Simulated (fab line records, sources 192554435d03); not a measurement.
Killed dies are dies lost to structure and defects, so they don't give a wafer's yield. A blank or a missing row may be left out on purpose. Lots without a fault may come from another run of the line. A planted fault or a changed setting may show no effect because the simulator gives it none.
fab line records | flow n5_finfet
record lots=7 wafers=21
route steps=1938 shown BEOL_M14@1753 BEOL_M15@1800 MIM_TOP_LITHO@1844
start_h: hours from the record's first day to the start of the lot's first wafer shown | wait_h: hours since the lot's step before | " the same as in the row above | L1.1+2: a row that stands for several wafers | - no value, or no start given | * or withheld: withheld | < > ~ a bound
route shown NAME@n: a module of which the file shows steps, and the number in the route of the first | usual: mean/standard deviation of fault-free wafers | same: alike in all rows | chamber/n: place in a boat | sites: the reading at each site | _std_site: their standard deviation | _edge_site: outer sites' mean less inner sites' | radius_mm: how far each site lies from the wafer's centre | mask NAME#n: copy n | behind: the tool/chamber that last shaped the wafer | hold: why the lot was held/for how many hours/how that ended | device: the transistor (n, p or np) that didn't switch | end of line: the same wafers' tests at the end of the route | a step without rows: its recipe alone | killed: dies lost to structure and defects at the first sort, not the wafer's yield | map: a wafer's dies, x killed, . not, _ none there
set.NAME: the setting as run; set.NAME@STEP: as run at that earlier step | model.NAME: the simulator's own value behind a step, which no gauge read
lots whose settings were changed on purpose; a table a step, a row a wafer
## steps
# step N5_BEOL_M14_TRENCH_ETCH_34
# recipe chemistry=C4F8/O2/Ar target=SiO2 target_depth_a=5566.5 mask_material=SOC he_inner_torr=15 he_outer_torr=30 time_s=126.9 ion_energy_ev=800 pressure_mtorr=20 source_w=1905 bias_w=2040 Ar_flow_sccm=400 C4F8_flow_sccm=16 O2_flow_sccm=12
# columns lot.wafer tool chamber start_h wait_h set.time_s set.peb_temp_c@BEOL_M14_PEB_26 model.etch.depth_nm model.BEOL_M14.cd_nm
L077.1 rie_diel-06 2 288.35 0.0 126.9 130 552.9 279.2
L077.5 " 2 " " 126.9 131.6 553.1 284.8
L077.6 " 1 " " 126.9 130 559 276.8
L084.2 rie_diel-06 2 332.02 0.0 126.9 130 559.9 280.6
L084.5 " 3 " " 126.9 130 563.1 280.2
L084.6 " 0 " " 102.1 130 430.8 283.6
L086.2 rie_diel-06 3 349.39 0.0 126.9 130 548.1 280.4
L086.5 " 1 " " 126.9 130 550.5 284
L086.6 " 0 " " 126.9 130 536.9 280.6
L087.1 rie_diel-03 2 350.63 0.0 126.9 127.9 555.3 265.8
L087.3 " 1 " " 144 130 653.7 280.2
L087.4 " 0 " " 126.9 127.9 542.2 269.6
L090.1 rie_diel-06 0 367.60 0.0 146.2 133.5 614.3 296
L090.3 " 3 " " 126.9 130 548.8 280.6
L090.4 " 2 " " 146.2 130 636.6 282
L094.2 rie_diel-03 3 381.37 0.0 149.1 126.4 617.1 259.2
L094.4 " 1 " " 149.1 130 678.2 278.2
L094.5 " 2 " " 126.9 130 549 276
L096.2 rie_diel-03 0 408.15 0.0 126.9 130 554.7 278.8
L096.5 " 0 " " 126.9 130 555.8 280.6
L096.6 " 1 " " 126.9 133.3 569.4 295.2
# step N5_BEOL_M14_STRIP_70
# recipe chemistry=C4F8/O2/Ar resist=SiARC rf_frequency_hz=6e+07
# step N5_BEOL_M14_OCD_MEAS_35
# usual trench_depth_nm=551/15
# columns lot.wafer tool chamber start_h wait_h set.time_s@BEOL_M14_TRENCH_ETCH_34 trench_depth_nm
L077.1 ocd-02 - 288.51 0.0 126.9 552
L077.5 " - " " 126.9 553
L077.6 " - " " 126.9 559
L084.2 ocd-01 - 332.17 0.0 126.9 560
L084.5 " - " " 126.9 563
L084.6 " - " " 102.1 431
L086.2 ocd-02 - 349.54 0.0 126.9 547
L086.5 " - " " 126.9 550
L086.6 " - " " 126.9 537
L087.1 ocd-02 - 350.78 0.0 126.9 556
L087.3 " - " " 144 654
L087.4 " - " " 126.9 541
L090.1 ocd-02 - 367.75 0.0 146.2 614
L090.3 " - " " 126.9 550
L090.4 " - " " 146.2 637
L094.2 ocd-02 - 381.53 0.0 149.1 618
L094.4 " - " " 149.1 678
L094.5 " - " " 126.9 549
L096.2 ocd-01 - 408.30 0.0 126.9 555
L096.5 " - " " 126.9 556
L096.6 " - " " 126.9 569
# step N5_BEOL_M14_STRIP_37
# recipe chemistry=O2 power_w=600 temp_c=60 pressure_mtorr=30 rf_frequency_hz=6e+07 bias_power_w=0 overash_fraction=0.3 o2_flow_sccm=225
# step N5_BEOL_M14_ETCH_38
# recipe chemistry=CF4/N2 target=SiCN target_depth_a=1065 taper_deg=2 time_s=120.6 ion_energy_ev=150 mask_material=SiO2 pressure_mtorr=40 source_w=430 bias_w=70 Ar_flow_sccm=100 cf4_flow_sccm=60 n2_flow_sccm=60
# step N5_BEOL_M14_ECD_47
# recipe material=Cu target_thk_a=12480
# step N5_BEOL_M14_ANNEAL_48
# recipe temp_c=225 time_s=90 ambient=N2
# step N5_BEOL_M14_CMP_49
# recipe stop_on=SiO2 t_overpolish_s=5.2 down_force_psi=2 platen_rpm=80 clearing_platen_down_force_psi=2 clearing_platen_rpm=80 post_cmp_clean=cu_alkaline target_thk_nm=560 clearing_platen_pad_velocity_m_s=1.5917 pad_velocity_m_s=1.5917
# columns lot.wafer tool chamber start_h wait_h set.time_s@BEOL_M14_TRENCH_ETCH_34 model.Cu_of_BEOL_M14_ECD_47.thk_nm
L077.1 cmp-02 3 292.29 0.4 126.9 555.8
L077.5 " 0 " " 126.9 557
L077.6 " 1 " " 126.9 562
L084.2 cmp-03 1 335.36 0.2 126.9 564.2
L084.5 " 1 " " 126.9 565.2
L084.6 " 2 " " 102.1 433.2
L086.2 cmp-03 2 351.75 0.2 126.9 550.2
L086.5 " 1 " " 126.9 554.4
L086.6 " 2 " " 126.9 539.8
L087.1 cmp-03 2 352.77 0.3 126.9 557.6
L087.3 " 3 " " 144 657.2
L087.4 " 1 " " 126.9 543.8
L090.4 cmp-04 2 369.54 0.2 146.2 641
L090.1 " 3 " " 146.2 616.2
L090.3 " 0 " " 126.9 552.2
L094.4 cmp-04 1 383.84 0.1 149.1 681
L094.2 " 0 " " 149.1 620.6
L094.5 " 2 " " 126.9 552.8
L096.2 cmp-03 1 409.95 0.2 126.9 558.2
L096.6 " 1 " " 126.9 573.6
L096.5 " 2 " " 126.9 558
# step N5_BEOL_M14_THK_MEAS_50
# recipe thk_meas_gauge=xrf reads=Cu_of_BEOL_M14_ECD_47
# usual M14_THK=554/15
# columns lot.wafer tool chamber start_h wait_h set.time_s@BEOL_M14_TRENCH_ETCH_34 M14_THK[nm]
L077.1 film_metro-02 - 292.48 - 126.9 564
L077.5 " - " " 126.9 563
L077.6 " - " " 126.9 569
L084.2 film_metro-01 - 335.65 - 126.9 569
L084.5 " - " " 126.9 569
L084.6 " - " " 102.1 434
L086.2 film_metro-02 - 352.00 - 126.9 549
L086.5 " - " " 126.9 551
L086.6 " - " " 126.9 538
L087.1 film_metro-02 - 353.07 - 126.9 554
L087.3 " - " " 144 652
L087.4 " - " " 126.9 541
L090.1 film_metro-02 - 369.83 - 146.2 611
L090.3 " - " " 126.9 551
L090.4 " - " " 146.2 634
L094.2 film_metro-02 - 384.13 - 149.1 629
L094.4 " - " " 149.1 688
L094.5 " - " " 126.9 556
L096.2 film_metro-02 - 410.25 - 126.9 552
L096.5 " - " " 126.9 550
L096.6 " - " " 126.9 561
# step N5_BEOL_M14_PRE_CLEAN_52
# recipe gas=NH3 time_s=15 temp_c=withheld rf_power_w=300
# step N5_BEOL_M14_DEP_53
# recipe material=SiCN target_thk_a=500 temp_c=withheld precursor=3MS/NH3 pressure_torr=3 rf_w=675 time_s=17.8
# step N5_BEOL_M14_RS_MEAS_54
# recipe thk_meas_gauge=four-point-probe reads=Cu_of_BEOL_M14_ECD_47+Ta_of_BEOL_M14_SPUTTER_44+TaN_of_BEOL_M14_SPUTTER_43
# usual M14_RS=0.0336/0.0009
# columns lot.wafer tool chamber start_h wait_h set.time_s@BEOL_M14_TRENCH_ETCH_34 M14_RS[ohm/sq]
L077.1 film_metro-02 - 292.60 0.0 126.9 0.0334
L077.5 " - " " 126.9 0.0334
L077.6 " - " " 126.9 0.0331
L084.2 film_metro-01 - 335.78 0.1 126.9 0.0329
L084.5 " - " " 126.9 0.0329
L084.6 " - " " 102.1 0.0433
L086.2 film_metro-01 - 352.13 0.1 126.9 0.0339
L086.5 " - " " 126.9 0.0335
L086.6 " - " " 126.9 0.0345
L087.1 film_metro-01 - 353.22 0.1 126.9 0.0334
L087.3 " - " " 144 0.0282
L087.4 " - " " 126.9 0.0342
L090.1 film_metro-01 - 369.96 0.0 146.2 0.0301
L090.3 " - " " 126.9 0.0337
L090.4 " - " " 146.2 0.0289
L094.2 film_metro-01 - 384.26 0.1 149.1 0.0299
L094.4 " - " " 149.1 0.0272
L094.5 " - " " 126.9 0.0337
L096.2 film_metro-02 - 410.41 0.1 126.9 0.0334
L096.5 " - " " 126.9 0.0333
L096.6 " - " " 126.9 0.0324
# step N5_BEOL_M15_EXPOSE_25
# recipe mask_id=M15 na=0.8 source_shape=annular sigma_inner=0.5 sigma_outer=0.8 polarization=unpolarized target_cd_nm=400 dose_mj=35.5
# columns lot.wafer tool chamber start_h wait_h mask set.dose_mj
L077.1+5+6 krf_scanner-01 0 294.83 - M15#0 35.5
L084.2+6 krf_scanner-02 0 337.94 - M15#0 35.5
L084.5 " 0 " " M15#0 37.65
L086.2+5+6 krf_scanner-01 0 354.39 - M15#0 35.5
L087.1+3+4 krf_scanner-01 0 355.72 - M15#0 35.5
L090.1 krf_scanner-02 0 372.34 - M15#0 32.86
L090.3+4 " 0 " " M15#0 35.5
L094.2+4+5 krf_scanner-01 0 386.41 - M15#0 35.5
L096.2+5+6 krf_scanner-01 0 412.62 - M15#0 35.5
# step N5_BEOL_M15_PEB_26
# recipe peb_temp_c=130 peb_time_s=90
# step N5_BEOL_M15_DEVELOP_27
# recipe develop_time_s=45 rinse_liquid=diw dry=air_spin dev_temp_c=21
# step N5_BEOL_M15_HARDBAKE_32
# recipe temp_c=130 time_s=120
# step N5_BEOL_M15_CD_MEAS_28
# recipe target_cd_nm=407.6 landing_energy_ev=500 detector=se_inlens
# usual cd_nm=407.6/1.5
# columns lot.wafer tool chamber start_h wait_h set.dose_mj@BEOL_M15_EXPOSE_25 cd_nm
L077.1 cd_sem-01 0 295.00 - 35.5 407.9
L077.5 " 0 " " 35.5 408.8
L077.6 " 0 " " 35.5 408.0
L084.2 cd_sem-03 0 338.11 - 35.5 404.7
L084.5 " 0 " " 37.65 415.1
L084.6 " 0 " " 35.5 405.8
L086.2 cd_sem-02 0 354.56 - 35.5 409.1
L086.5 " 0 " " 35.5 409.4
L086.6 " 0 " " 35.5 409.1
L087.1 cd_sem-03 0 355.90 - 35.5 407.9
L087.3 " 0 " " 35.5 407.6
L087.4 " 0 " " 35.5 409.4
L090.1 cd_sem-02 0 372.52 - 32.86 395.8
L090.3 " 0 " " 35.5 408.5
L090.4 " 0 " " 35.5 405.6
L094.2 cd_sem-02 0 386.58 - 35.5 406.0
L094.4 " 0 " " 35.5 406.3
L094.5 " 0 " " 35.5 408.2
L096.2 cd_sem-01 0 412.79 - 35.5 407.9
L096.5 " 0 " " 35.5 411.0
L096.6 " 0 " " 35.5 408.8
# step N5_BEOL_M15_DESCUM_33
# recipe chemistry=O2 time_s=7.9 source_power_w=50 bias_power_w=20 pressure_mtorr=20 rf_frequency_hz=2.712e+07 temp_c=40 o2_flow_sccm=225
# columns lot.wafer tool chamber start_h wait_h set.dose_mj@BEOL_M15_EXPOSE_25 model.BEOL_M15.cd_nm
L077.1 rie_diel-05 2 295.09 0.0 35.5 408
L077.5 " 2 " " 35.5 408.8
L077.6 " 3 " " 35.5 407.8
L084.2 rie_diel-04 0 338.27 0.1 35.5 404.6
L084.5 " 2 " " 37.65 415
L084.6 " 1 " " 35.5 406
L086.2+5 rie_diel-02 3,1 354.74 0.1 35.5 409.6
L086.6 " 3 " " 35.5 409.2
L087.1 rie_diel-05 1 355.99 0.0 35.5 408
L087.3 " 0 " " 35.5 407.6
L087.4 " 3 " " 35.5 409.2
L090.1 rie_diel-05 1 372.60 0.0 32.86 396
L090.3 " 0 " " 35.5 408.4
L090.4 " 0 " " 35.5 406
L094.2 rie_diel-05 0 386.66 0.0 35.5 406.4
L094.4 " 1 " " 35.5 406.8
L094.5 " 1 " " 35.5 408.4
L096.2 rie_diel-05 3 412.88 0.0 35.5 407.8
L096.5 " 0 " " 35.5 411
L096.6 " 3 " " 35.5 408.8
# step N5_BEOL_M15_ETCH_61
# recipe chemistry=N2/H2 target=BARC target_depth_a=890 overetch_a=267 time_s=67.9 ion_energy_ev=200 pressure_mtorr=30 source_w=840 bias_w=150 n2_flow_sccm=200 h2_flow_sccm=200
# step N5_BEOL_M15_TRENCH_ETCH_34
# recipe chemistry=C4F8/O2/Ar target=SiO2 target_depth_a=8729.3 he_inner_torr=15 he_outer_torr=30 time_s=199 ion_energy_ev=800 pressure_mtorr=20 source_w=1905 bias_w=2040 Ar_flow_sccm=400 C4F8_flow_sccm=16 O2_flow_sccm=12
# columns lot.wafer tool chamber start_h wait_h set.dose_mj@BEOL_M15_EXPOSE_25 model.BEOL_M15.cd_nm
L077.1+6 rie_diel-05 2,3 295.18 0.0 35.5 399.2
L077.5 " 2 " " 35.5 401.2
L084.2 rie_diel-04 0 338.35 0.0 35.5 396.6
L084.5 " 2 " " 37.65 407.6
L084.6 " 1 " " 35.5 399
L086.2 rie_diel-02 3 354.83 0.0 35.5 402.6
L086.5 " 1 " " 35.5 401
L086.6 " 3 " " 35.5 402.4
L087.1 rie_diel-05 1 356.07 0.0 35.5 399.8
L087.3 " 0 " " 35.5 400.2
L087.4 " 3 " " 35.5 400.4
L090.1 rie_diel-05 1 372.69 0.0 32.86 388
L090.3 " 0 " " 35.5 400.6
L090.4 " 0 " " 35.5 398.8
L094.2 rie_diel-05 0 386.75 0.0 35.5 398.4
L094.4 " 1 " " 35.5 399.4
L094.5 " 1 " " 35.5 400.4
L096.2+6 rie_diel-05 3 412.96 0.0 35.5 399
L096.5 " 0 " " 35.5 403.2
# step N5_MIM_TOP_LITHO_PEB_06
# recipe peb_temp_c=withheld peb_time_s=*
# columns lot.wafer tool chamber start_h wait_h set.peb_time_s
L077.1+6 litho_track-02 0 305.63 0.1 *
L077.5 " 0 " " *
L084.2+5+6 litho_track-02 0 346.14 0.0 *
L086.2+5+6 litho_track-04 0 359.88 0.0 *
L087.1 litho_track-02 0 363.52 0.1 *
L087.3+4 " 0 " " *
L090.1+4 litho_track-05 0 382.53 0.1 *
L090.3 " 0 " " *
L094.2 litho_track-04 0 394.81 0.0 *
L094.4+5 " 0 " " *
L096.2 litho_track-05 0 422.45 0.0 *
L096.5+6 " 0 " " *
# step N5_MIM_TOP_LITHO_DEVELOP_07
# recipe develop_time_s=60 rinse_liquid=diw dry=air_spin dev_temp_c=21
# step N5_MIM_TOP_LITHO_HARDBAKE_09
# recipe temp_c=130 time_s=120
# step N5_MIM_TOP_LITHO_CD_MEAS_08
# recipe target_cd_nm=2000 landing_energy_ev=500 detector=se_inlens
# usual cd_nm=2000.2/2.1
# columns lot.wafer tool chamber start_h wait_h set.peb_time_s@MIM_TOP_LITHO_PEB_06 cd_nm
L077.1 cd_sem-03 0 305.74 - * 1999.1
L077.5 " 0 " " * 2002.3
L077.6 " 0 " " * 1998.6
L084.2 cd_sem-03 0 346.26 - * 1997.0
L084.5 " 0 " " * 1995.6
L084.6 " 0 " " * 1998.2
L086.2 cd_sem-03 0 360.00 - * 1997.4
L086.5 " 0 " " * 1995.4
L086.6 " 0 " " * 1997.5
L087.1 cd_sem-01 0 363.64 - * 1998.6
L087.3 " 0 " " * 1994.9
L087.4 " 0 " " * 1994.1
L090.1 cd_sem-03 0 382.65 - * 2004.3
L090.3 " 0 " " * 2002.9
L090.4 " 0 " " * 2003.6
L094.2 cd_sem-03 0 394.93 - * 2008.7
L094.4 " 0 " " * 1997.0
L094.5 " 0 " " * 2001.1
L096.2 cd_sem-02 0 422.57 - * 2008.6
L096.5 " 0 " " * 2003.3
L096.6 " 0 " " * 2004.0
## key
split step=N5_BEOL_M14_TRENCH_ETCH_34 setting=time_s stated=126.9 by=wafer
response step=N5_BEOL_M14_TRENCH_ETCH_34 reading=model.etch.depth_nm change=+6.23 per=1% r=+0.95
response step=N5_BEOL_M14_OCD_MEAS_35 reading=trench_depth_nm change=+6.23 per=1% r=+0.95
response step=N5_BEOL_M14_CMP_49 reading=model.Cu_of_BEOL_M14_ECD_47.thk_nm change=+6.25 per=1% r=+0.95
response step=N5_BEOL_M14_THK_MEAS_50 reading=M14_THK change=+6.28 per=1% r=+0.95
response step=N5_BEOL_M14_RS_MEAS_54 reading=M14_RS change=-0.000392 per=1% r=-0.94
split step=N5_BEOL_M15_EXPOSE_25 setting=dose_mj stated=35.5 by=wafer
response step=N5_BEOL_M15_CD_MEAS_28 reading=cd_nm change=+1.56 per=1% r=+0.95
response step=N5_BEOL_M15_DESCUM_33 reading=model.BEOL_M15.cd_nm change=+1.54 per=1% r=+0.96
response step=N5_BEOL_M15_TRENCH_ETCH_34 reading=model.BEOL_M15.cd_nm change=+1.59 per=1% r=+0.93
split step=N5_MIM_TOP_LITHO_PEB_06 setting=peb_time_s stated=* by=wafer
response step=N5_MIM_TOP_LITHO_CD_MEAS_08 reading=cd_nm change=-0.361 per=1% r=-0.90
split outside_this_file step=N5_BEOL_M14_PEB_26 setting=peb_temp_c
# split outside_this_file: this setting was split too, and the file shows its column; the key of that split is in another file
